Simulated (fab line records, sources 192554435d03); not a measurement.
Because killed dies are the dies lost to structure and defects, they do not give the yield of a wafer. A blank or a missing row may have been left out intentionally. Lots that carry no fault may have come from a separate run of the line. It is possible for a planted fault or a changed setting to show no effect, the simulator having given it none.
fab line records	flow n5_finfet	part 1 of 2: steps 1 to 4 of 6
record lots=23	wafers=69	last_day=17
route steps=1938 shown BEOL_M0@717
lots with no fault: from the same line, run without faults
start_h: hours from the record's first day to the start of the lot's first wafer shown	wait_h: time in hours since the lot's previous step	" same as the row above	L1.1+2: a single row standing in for several wafers	- no value, or no start was given	* or withheld: withheld	< > ~ a bound
route shown NAME@n: NAME is a module with steps in the file, n the number in the route of the first one	usual: mean/standard deviation taken from wafers without a fault	same: alike in all rows	chamber/n: place in a boat	sites: readings site by site	_std_site: standard deviation of those values	_edge_site: mean of outer sites minus mean of inner sites	radius_mm: for every site, how far away it sits from the centre of the wafer	mask NAME#n: copy n	behind: the tool/chamber that last shaped the wafer	hold: why the lot went on hold/how many hours it stayed there/how the hold came to an end	device: the transistor (n, p or np) that didn't switch	end of line: at the end of the route, the tests of the same wafers	step lacking rows: just its recipe	killed: not the wafer's yield, but the dies lost to structure and defects at the first sort	map: per-die view of a wafer (x killed, . not killed, _ where there is no die)
set.NAME: the setting that was run; set.NAME@STEP: the one run at that earlier step	model.NAME: the simulator's own value behind a step, which no gauge read
route steps across a sampled set of lots; one table per step, one row per wafer
services: from which hour (start_h, from the record's first day; less than 0 if before it) a tool's chamber was out of use, for how many hours, and why
## steps
# step N5_BEOL_M0_STRIP_140
# recipe chemistry=CF4	resist=SiARC	power_w=300	bias_power_w=75	pressure_mtorr=50	cf4_flow_sccm=150	rf_frequency_hz=6e+07
# usual drypump_motor_current_A=5.8/0.38	oes_product_au=0.80/0.082	rf_vpp_V=271.5/1.8	showerhead_plenum_p_Torr=1.82/0.056	throttle_valve_pct=13.42/0.22
lot.wafer	tool	chamber	start_h	wait_h	drypump_motor_current_A	oes_product_au	rf_hours_counter_h	rf_vpp_V	showerhead_plenum_p_Torr	throttle_valve_pct
L074.2	rie_diel-06	2	119.77	0.3	5.6	0.77	135	270.3	1.73	13.61
L074.3	"	1	"	"	6.4	0.87	48	273.2	1.90	13.43
L074.4	"	2	"	"	5.6	0.78	-	266.7	1.73	13.61
L076.3	rie_diel-04	1	126.80	0.1	6.0	0.87	38	272.2	1.83	13.15
L076.5	"	0	"	"	5.4	0.88	-	275.3	1.83	13.42
L076.6	"	1	"	"	6.0	0.88	-	272.6	1.83	13.11
L077.2	rie_diel-05	2	131.71	0.1	5.8	0.94	7	270.8	1.84	13.00
L077.3	"	1	"	"	5.6	0.75	119	270.2	1.88	13.40
L077.4	"	1	"	"	5.7	0.75	-	272.9	1.88	13.40
L078.1	rie_diel-05	1	137.19	0.3	5.6	0.75	122	271.2	1.88	13.38
L078.4	"	0	"	"	5.1	0.96	-	274.8	1.90	13.39
L078.5	"	1	"	"	5.7	0.74	-	276.0	1.88	13.39
L079.1	rie_diel-04	0	144.73	0.3	5.4	0.88	39	272.6	1.83	13.43
L079.4	"	2	"	"	5.9	0.81	-	271.4	1.81	13.64
L079.6	"	0	"	"	5.4	0.87	-	271.5	1.83	13.45
L080.3	rie_diel-04	1	147.74	0.1	6.0	0.85	47	270.6	1.83	13.15
L080.4	"	2	"	"	5.9	0.81	-	270.8	1.81	13.67
L080.5	"	1	"	"	6.0	0.86	-	270.5	1.83	13.15
L081.3	rie_diel-06	1	159.13	0.1	6.5	0.86	62	272.0	1.89	13.46
L081.5	"	0	"	"	5.9	0.73	-	271.9	1.79	13.44
L081.6	"	1	"	"	6.5	0.85	-	271.9	1.90	13.46
L082.1	rie_diel-04	0	167.84	0.1	5.4	0.86	49	271.6	1.83	13.45
L082.4	"	1	"	"	6.0	0.84	56	271.8	1.83	13.18
L082.6	"	1	"	"	6.0	0.85	-	271.6	1.82	13.18
L083.1	rie_diel-05	0	168.07	0.3	5.0	0.91	12	274.9	1.90	13.41
L083.4	"	3	"	"	5.9	0.66	239	272.3	1.77	13.82
L083.5	"	1	"	"	5.7	0.73	-	271.1	1.87	13.42
L084.1	rie_diel-06	3	183.22	0.3	6.6	0.68	236	268.5	1.70	13.41
L084.2	"	2	"	"	5.6	0.75	157	269.9	1.72	13.63
L084.6	"	0	"	"	5.9	0.73	-	267.9	1.79	13.46
L085.3	rie_diel-05	2	184.76	0.1	5.8	0.90	23	272.9	1.83	13.02
L085.5	"	2	"	"	5.8	0.89	-	271.8	1.83	13.02
L085.6	"	1	"	"	5.6	0.73	-	273.3	1.87	13.44
L086.1	rie_diel-04	3	196.58	0.1	5.6	0.91	14	272.4	1.83	13.15
L086.5	"	2	"	"	5.9	0.79	-	271.4	1.81	13.68
L086.6	"	1	"	"	6.0	0.84	-	273.9	1.82	13.19
L088.2	rie_diel-04	0	202.89	0.1	5.4	0.84	55	271.9	1.82	13.45
L088.5	"	1	"	"	6.0	0.83	-	270.7	1.82	13.20
L088.6	"	0	"	"	5.4	0.85	-	270.4	1.82	13.46
L087.1	rie_diel-06	0	204.34	0.2	5.9	0.72	163	270.7	1.79	13.46
L087.2	"	2	"	"	5.6	0.75	163	272.3	1.72	13.63
L087.3	"	3	"	"	6.6	0.67	242	268.9	1.70	13.42
L089.1	rie_diel-06	0	204.78	0.1	5.9	0.72	163	270.3	1.79	13.46
L089.4	"	2	"	"	5.6	0.75	163	269.1	1.72	13.64
L089.6	"	3	"	"	6.6	0.68	-	268.7	1.70	13.42
L090.2	rie_diel-04	0	208.63	0.1	5.4	0.85	57	270.7	1.82	13.48
L090.3	"	3	"	"	5.6	0.90	18	271.5	1.83	13.17
L090.6	"	2	"	"	5.9	0.79	-	274.6	1.81	13.73
L091.1	rie_diel-06	2	216.90	0.1	5.6	0.74	167	271.7	1.72	13.66
L091.2	"	0	"	"	5.9	0.71	166	272.7	1.79	13.50
L091.3	"	1	"	"	6.4	0.85	78	276.4	1.89	13.52
L092.2	rie_diel-05	1	227.44	0.1	5.6	0.72	156	272.0	1.87	13.47
L092.4	"	0	"	"	5.1	0.86	-	274.2	1.89	13.48
L092.5	"	2	"	"	5.8	0.87	-	272.8	1.83	13.04
L093.1	rie_diel-04	1	229.55	0.1	6.0	0.82	76	270.7	1.82	13.24
L093.5	"	0	"	"	5.4	0.83	-	269.8	1.82	13.49
L093.6	"	3	"	"	5.6	0.88	-	274.6	1.83	13.18
L094.1	rie_diel-05	1	238.75	0.3	5.6	0.72	162	271.5	1.86	13.51
L094.3	"	0	"	"	5.1	0.84	40	272.2	1.89	13.47
L094.4	"	1	"	"	5.7	0.70	-	272.7	1.86	13.48
L095.2	rie_diel-06	0	242.23	0.4	5.9	0.71	177	269.0	1.79	13.51
L095.4	"	2	"	"	5.6	0.73	-	268.1	1.72	13.68
L095.5	"	0	"	"	5.9	0.71	-	270.5	1.78	13.50
L096.1	rie_diel-06	3	250.59	0.1	6.6	0.99	0	275.6	1.90	12.90
L096.3	"	0	"	"	5.9	0.70	180	270.1	1.78	13.52
L096.6	"	0	"	"	5.9	0.71	-	272.2	1.78	13.53
L097.3	rie_diel-04	1	254.53	0.1	6.0	0.82	85	271.7	1.82	13.27
L097.4	"	0	"	"	5.4	0.82	75	272.7	1.82	13.52
L097.6	"	0	"	"	5.5	0.83	-	271.9	1.82	13.50
# step N5_BEOL_M0_ETCH_128
# recipe chemistry=CF4/N2	target_depth_a=120	overetch_a=51	target=SiCN	time_s=21.4	ion_energy_ev=150	pressure_mtorr=40	source_w=430	bias_w=70	Ar_flow_sccm=100	cf4_flow_sccm=60	n2_flow_sccm=60
# usual drypump_motor_current_A=5.8/0.39	mfc_ar_sccm=100.0/0.34	oes_product_au=0.56/0.053	rf_vpp_V=382.8/1.8	showerhead_plenum_p_Torr=2.23/0.068	throttle_valve_pct=15.27/0.2
lot.wafer	tool	chamber	start_h	wait_h	drypump_motor_current_A	mfc_ar_sccm	oes_product_au	rf_hours_counter_h	rf_vpp_V	showerhead_plenum_p_Torr	throttle_valve_pct
L074.2	rie_diel-06	3	120.08	0.2	6.6	100.1	0.48	212	379.3	2.10	15.17
L074.3	"	2	"	"	5.6	99.9	0.54	135	380.3	2.12	15.42
L074.4	"	1	"	"	6.4	100.7	0.61	-	385.8	2.34	15.29
L076.3	rie_diel-04	3	127.77	0.8	5.6	99.8	0.47	247	383.7	2.26	15.49
L076.5	"	0	"	"	5.4	99.9	0.62	-	384.0	2.25	15.27
L076.6	"	3	"	"	5.6	99.7	0.47	-	384.8	2.26	15.50
L077.2	rie_diel-04	3	131.87	0.0	5.6	100.1	0.48	248	385.4	2.26	15.50
L077.3	"	1	"	"	6.0	100.5	0.61	40	383.5	2.25	15.00
L077.4	"	0	"	"	5.4	100.0	0.62	33	383.3	2.25	15.27
L078.1	rie_diel-06	3	137.34	0.0	6.6	100.2	0.48	218	379.7	2.09	15.18
L078.4	"	2	"	"	5.6	100.4	0.54	142	380.8	2.12	15.45
L078.5	"	0	"	"	5.9	99.5	0.51	-	381.7	2.21	15.26
L079.1	rie_diel-05	0	145.06	0.2	5.1	99.5	0.66	3	385.6	2.35	15.31
L079.4	"	3	"	"	5.9	99.4	0.47	230	382.1	2.18	15.62
L079.6	"	0	"	"	5.1	99.7	0.65	-	385.8	2.35	15.30
L080.3	rie_diel-06	3	147.89	0.0	6.6	99.9	0.47	222	378.8	2.09	15.20
L080.4	"	1	"	"	6.4	99.7	0.60	58	385.4	2.33	15.31
L080.5	"	1	"	"	6.4	99.8	0.61	-	383.7	2.33	15.30
L081.3	rie_diel-04	0	160.11	0.9	5.4	99.8	0.60	46	381.8	2.24	15.29
L081.5	"	2	"	"	5.9	100.0	0.57	-	381.7	2.23	15.54
L081.6	"	1	"	"	6.0	99.7	0.60	-	383.2	2.25	15.02
L082.1	rie_diel-04	3	167.99	0.0	5.6	100.0	0.66	4	384.7	2.25	15.02
L082.4	"	0	"	"	5.4	100.3	0.59	49	383.1	2.24	15.30
L082.6	"	2	"	"	5.9	99.9	0.56	-	383.3	2.23	15.56
L083.1	rie_diel-06	1	168.34	0.1	6.4	99.7	0.58	65	386.2	2.33	15.32
L083.4	"	0	"	"	5.9	99.7	0.50	150	383.1	2.20	15.27
L083.5	"	1	"	"	6.4	100.0	0.60	-	385.1	2.33	15.31
L084.1	rie_diel-06	3	183.57	0.2	6.6	100.0	0.47	236	379.7	2.09	15.23
L084.2	"	2	"	"	5.6	99.7	0.53	157	380.3	2.12	15.47
L084.6	"	3	"	"	6.6	99.9	0.48	-	380.1	2.09	15.21
L085.3	rie_diel-06	3	184.94	0.1	6.6	99.6	0.47	237	379.5	2.09	15.22
L085.5	"	0	"	"	5.9	100.0	0.51	-	383.7	2.20	15.30
L085.6	"	3	"	"	6.6	99.7	0.47	-	378.4	2.09	15.22
L086.1	rie_diel-06	0	196.72	0.0	5.9	99.9	0.50	160	381.7	2.20	15.28
L086.5	"	1	"	"	6.4	99.5	0.58	-	385.0	2.33	15.34
L086.6	"	0	"	"	5.9	99.6	0.50	-	381.3	2.20	15.30
L088.2	rie_diel-04	0	203.76	0.7	5.4	100.1	0.58	56	382.1	2.24	15.30
L088.5	"	2	"	"	5.9	99.9	0.55	-	384.0	2.22	15.57
L088.6	"	3	"	"	5.6	99.9	0.63	-	383.1	2.25	15.02
L087.1	rie_diel-05	2	204.49	0.0	5.8	100.4	0.61	29	382.4	2.25	14.86
L087.2	"	0	"	"	5.0	99.2	0.61	23	385.6	2.34	15.34
L087.3	"	1	"	"	5.6	99.9	0.50	145	385.3	2.30	15.26
L089.1	rie_diel-06	2	204.92	0.0	5.6	100.2	0.52	163	381.0	2.11	15.48
L089.4	"	0	"	"	5.9	100.2	0.51	163	381.8	2.20	15.32
L089.6	"	0	"	"	5.9	100.4	0.50	-	382.7	2.20	15.30
L090.2	rie_diel-05	0	208.80	0.0	5.1	99.7	0.59	25	385.4	2.34	15.36
L090.3	"	1	"	"	5.6	99.4	0.50	147	384.7	2.30	15.27
L090.6	"	0	"	"	5.1	99.6	0.60	-	385.8	2.34	15.35
L091.1	rie_diel-04	1	217.26	0.2	6.0	99.9	0.59	72	383.2	2.24	15.05
L091.2	"	3	"	"	5.6	100.2	0.63	21	384.2	2.25	15.05
L091.3	"	0	"	"	5.4	99.7	0.59	60	383.3	2.24	15.32
L092.2	rie_diel-04	1	227.58	0.0	6.0	100.4	0.57	76	382.2	2.24	15.06
L092.4	"	3	"	"	5.6	99.7	0.61	26	382.2	2.25	15.03
L092.5	"	3	"	"	5.6	99.6	0.62	-	382.9	2.25	15.05
L093.1	rie_diel-04	1	229.69	0.0	6.0	100.2	0.56	76	382.7	2.24	15.06
L093.5	"	3	"	"	5.6	100.1	0.62	-	383.4	2.25	15.04
L093.6	"	2	"	"	5.9	99.5	0.54	-	381.8	2.22	15.58
L094.1	rie_diel-05	0	239.47	0.6	5.0	100.3	0.59	40	385.5	2.34	15.40
L094.3	"	2	"	"	5.8	100.1	0.60	47	382.7	2.24	14.89
L094.4	"	2	"	"	5.8	99.6	0.60	-	380.7	2.24	14.89
L095.2	rie_diel-04	3	242.38	0.0	5.6	100.1	0.60	30	384.4	2.25	15.06
L095.4	"	0	"	"	5.4	100.0	0.58	70	383.5	2.23	15.34
L095.5	"	1	"	"	6.0	100.1	0.57	-	383.1	2.24	15.07
L096.1	rie_diel-04	2	250.73	0.0	5.9	99.6	0.53	117	383.3	2.22	15.61
L096.3	"	1	"	"	6.0	100.6	0.56	84	382.2	2.23	15.07
L096.6	"	1	"	"	6.0	100.1	0.56	-	382.7	2.24	15.07
L097.3	rie_diel-05	3	254.67	0.0	5.9	100.1	0.66	4	382.2	2.17	15.16
L097.4	"	1	"	"	5.7	100.4	0.50	168	384.6	2.29	15.31
L097.6	"	2	"	"	5.8	100.4	0.60	-	383.8	2.24	14.91
# step N5_BEOL_M0_SPUTTER_132
# recipe material=Cu	target_thk_a=40	temp_c=-20	chamber_pressure_pa=0.07	power_w=withheld	time_s=7.37
# usual chamber_pressure_pa=0.07001/0.00016	susceptor_temp_C=-20.01/0.11	throttle_valve_pct=30.2/0.92
lot.wafer	tool	chamber	start_h	wait_h	chamber_pressure_pa	susceptor_temp_C	throttle_valve_pct
L074.2	pvd_sputter-02	-	123.66	0.0	0.06989	-20.00	30.0
L074.3	"	-	"	"	0.07027	-20.02	29.8
L074.4	"	-	"	"	0.07001	-19.99	31.4
L076.3	pvd_sputter-02	-	130.90	0.0	0.0698	-20.10	29.5
L076.5	"	-	"	"	0.06982	-20.19	29.8
L076.6	"	-	"	"	0.07028	-20.03	31.1
L077.2	pvd_sputter-01	-	135.01	0.0	0.0701	-19.89	31.8
L077.3	"	-	"	"	0.07003	-19.89	28.8
L077.4	"	-	"	"	0.06984	-19.85	30.7
L078.1	pvd_sputter-03	-	139.68	0.0	0.07003	-20.09	30.1
L078.4	"	-	"	"	0.06996	-19.94	28.6
L078.5	"	-	"	"	0.06999	-20.04	28.5
L079.1	pvd_sputter-01	-	147.48	0.0	0.07005	-19.87	31.7
L079.4	"	-	"	"	0.0698	-19.92	30.9
L079.6	"	-	"	"	0.07013	-20.04	31.0
L080.3	pvd_sputter-02	-	150.03	0.0	0.07029	-19.93	29.6
L080.4	"	-	"	"	0.06971	-20.05	31.1
L080.5	"	-	"	"	0.06961	-20.02	29.4
L081.3	pvd_sputter-02	-	162.22	0.0	0.06985	-20.15	29.6
L081.5	"	-	"	"	0.07009	-20.15	31.0
L081.6	"	-	"	"	0.07013	-20.09	29.6
L082.1	pvd_sputter-01	-	169.51	0.0	0.06976	-19.95	29.0
L082.4	"	-	"	"	0.0701	-19.95	31.8
L082.6	"	-	"	"	0.06993	-19.86	28.9
L083.1	pvd_sputter-02	-	169.64	0.0	0.06998	-19.84	29.9
L083.4	"	-	"	"	0.07022	-19.93	29.5
L083.5	"	-	"	"	0.07	-19.95	29.6
L084.1	pvd_sputter-02	-	185.91	0.0	0.06977	-20.01	31.1
L084.2	"	-	"	"	0.06999	-20.08	29.9
L084.6	"	-	"	"	0.06991	-19.99	30.4
L085.3	pvd_sputter-02	-	186.53	0.0	0.07004	-20.16	29.8
L085.5	"	-	"	"	0.07006	-20.00	29.5
L085.6	"	-	"	"	0.06983	-20.12	30.0
L086.1	pvd_sputter-03	-	198.54	0.0	0.07013	-19.95	28.5
L086.5	"	-	"	"	0.07015	-19.99	30.2
L086.6	"	-	"	"	0.07016	-19.82	28.7
L088.2	pvd_sputter-01	-	205.41	0.0	0.07035	-20.13	31.7
L088.5	"	-	"	"	0.07002	-20.04	30.3
L088.6	"	-	"	"	0.07025	-20.17	29.2
L087.1	pvd_sputter-01	-	207.73	0.0	0.07014	-20.20	31.0
L087.2	"	-	"	"	0.07008	-20.06	31.7
L087.3	"	-	"	"	0.06971	-19.83	30.0
L089.1	pvd_sputter-01	-	208.89	0.0	0.06993	-20.04	29.0
L089.4	"	-	"	"	0.07009	-20.24	31.7
L089.6	"	-	"	"	0.07	-19.98	28.8
L090.2	pvd_sputter-01	-	210.70	0.0	0.07007	-19.87	29.0
L090.3	"	-	"	"	0.07015	-20.07	30.1
L090.6	"	-	"	"	0.07007	-19.67	28.9
L091.1	pvd_sputter-02	-	219.02	0.0	0.07008	-19.95	30.2
L091.2	"	-	"	"	0.06973	-20.04	29.4
L091.3	"	-	"	"	0.06998	-20.07	31.3
L092.2	pvd_sputter-02	-	229.80	0.0	0.0701	-19.92	30.1
L092.4	"	-	"	"	0.06996	-19.87	31.1
L092.5	"	-	"	"	0.06987	-20.00	31.4
L093.1	pvd_sputter-02	-	231.52	0.0	0.06993	-20.03	31.3
L093.5	"	-	"	"	0.06985	-20.14	29.4
L093.6	"	-	"	"	0.06958	-19.97	31.5
L094.1	pvd_sputter-03	-	242.71	0.0	0.07035	-20.00	30.3
L094.3	"	-	"	"	0.06993	-20.03	28.7
L094.4	"	-	"	"	0.07004	-19.96	31.3
L095.2	pvd_sputter-03	-	245.15	0.0	0.06993	-19.89	30.3
L095.4	"	-	"	"	0.06999	-20.10	31.0
L095.5	"	-	"	"	0.06986	-19.84	28.3
L096.1	pvd_sputter-01	-	252.54	0.0	0.06992	-20.04	30.4
L096.3	"	-	"	"	0.07012	-19.93	31.9
L096.6	"	-	"	"	0.07007	-20.06	31.2
L097.3	pvd_sputter-02	-	256.65	0.0	0.07012	-20.14	29.7
L097.4	"	-	"	"	0.07004	-20.13	31.1
L097.6	"	-	"	"	0.07016	-20.05	29.7
# step N5_BEOL_M0_ANNEAL_133
# recipe temp_c=400	time_s=60	ambient=vacuum
# usual heater_power_w=833/88	susceptor_temp_C=400.03/0.24
lot.wafer	tool	chamber	start_h	wait_h	heater_power_w	susceptor_temp_C
L074.2	pvd_sputter-02	-	123.74	0.0	919	400.16
L074.3	"	-	"	"	735	400.32
L074.4	"	-	"	"	690	400.01
L076.3	pvd_sputter-02	-	130.98	0.0	722	399.70
L076.5	"	-	"	"	750	399.95
L076.6	"	-	"	"	700	399.89
L077.2	pvd_sputter-01	-	135.09	0.0	832	400.24
L077.3	"	-	"	"	761	400.27
L077.4	"	-	"	"	985	400.12
L078.1	pvd_sputter-03	-	139.76	0.0	789	399.80
L078.4	"	-	"	"	887	400.22
L078.5	"	-	"	"	882	399.96
L079.1	pvd_sputter-01	-	147.56	0.0	831	399.70
L079.4	"	-	"	"	996	400.20
L079.6	"	-	"	"	950	400.21
L080.3	pvd_sputter-02	-	150.11	0.0	755	400.20
L080.4	"	-	"	"	726	400.44
L080.5	"	-	"	"	911	400.14
L081.3	pvd_sputter-02	-	162.30	0.0	725	399.84
L081.5	"	-	"	"	718	399.91
L081.6	"	-	"	"	917	400.16
L082.1	pvd_sputter-01	-	169.59	0.0	767	400.14
L082.4	"	-	"	"	831	399.73
L082.6	"	-	"	"	781	400.23
L083.1	pvd_sputter-02	-	169.72	0.0	755	400.03
L083.4	"	-	"	"	898	400.05
L083.5	"	-	"	"	909	400.34
L084.1	pvd_sputter-02	-	185.99	0.0	714	400.02
L084.2	"	-	"	"	812	400.03
L084.6	"	-	"	"	825	399.70
L085.3	pvd_sputter-02	-	186.61	0.0	715	400.41
L085.5	"	-	"	"	917	399.79
L085.6	"	-	"	"	818	400.23
L086.1	pvd_sputter-03	-	198.62	0.0	891	400.07
L086.5	"	-	"	"	800	399.87
L086.6	"	-	"	"	876	399.65
L088.2	pvd_sputter-01	-	205.49	0.0	811	400.21
L088.5	"	-	"	"	931	400.32
L088.6	"	-	"	"	777	400.15
L087.1	pvd_sputter-01	-	207.81	0.0	1002	400.32
L087.2	"	-	"	"	832	399.95
L087.3	"	-	"	"	942	399.90
L089.1	pvd_sputter-01	-	208.97	0.0	773	400.21
L089.4	"	-	"	"	849	400.26
L089.6	"	-	"	"	767	399.95
L090.2	pvd_sputter-01	-	210.78	0.0	771	400.02
L090.3	"	-	"	"	932	399.93
L090.6	"	-	"	"	763	399.78
L091.1	pvd_sputter-02	-	219.10	0.0	817	399.96
L091.2	"	-	"	"	924	399.89
L091.3	"	-	"	"	686	400.09
L092.2	pvd_sputter-02	-	229.88	0.0	828	400.35
L092.4	"	-	"	"	706	400.00
L092.5	"	-	"	"	695	400.03
L093.1	pvd_sputter-02	-	231.60	0.0	715	400.12
L093.5	"	-	"	"	741	400.24
L093.6	"	-	"	"	718	400.11
L094.1	pvd_sputter-03	-	242.79	0.0	816	399.91
L094.3	"	-	"	"	882	400.09
L094.4	"	-	"	"	766	400.29
L095.2	pvd_sputter-03	-	245.23	0.0	988	400.01
L095.4	"	-	"	"	786	399.93
L095.5	"	-	"	"	886	399.69
L096.1	pvd_sputter-01	-	252.62	0.0	941	400.08
L096.3	"	-	"	"	829	400.22
L096.6	"	-	"	"	969	399.96
L097.3	pvd_sputter-02	-	256.73	0.0	911	400.10
L097.4	"	-	"	"	695	399.82
L097.6	"	-	"	"	758	399.94
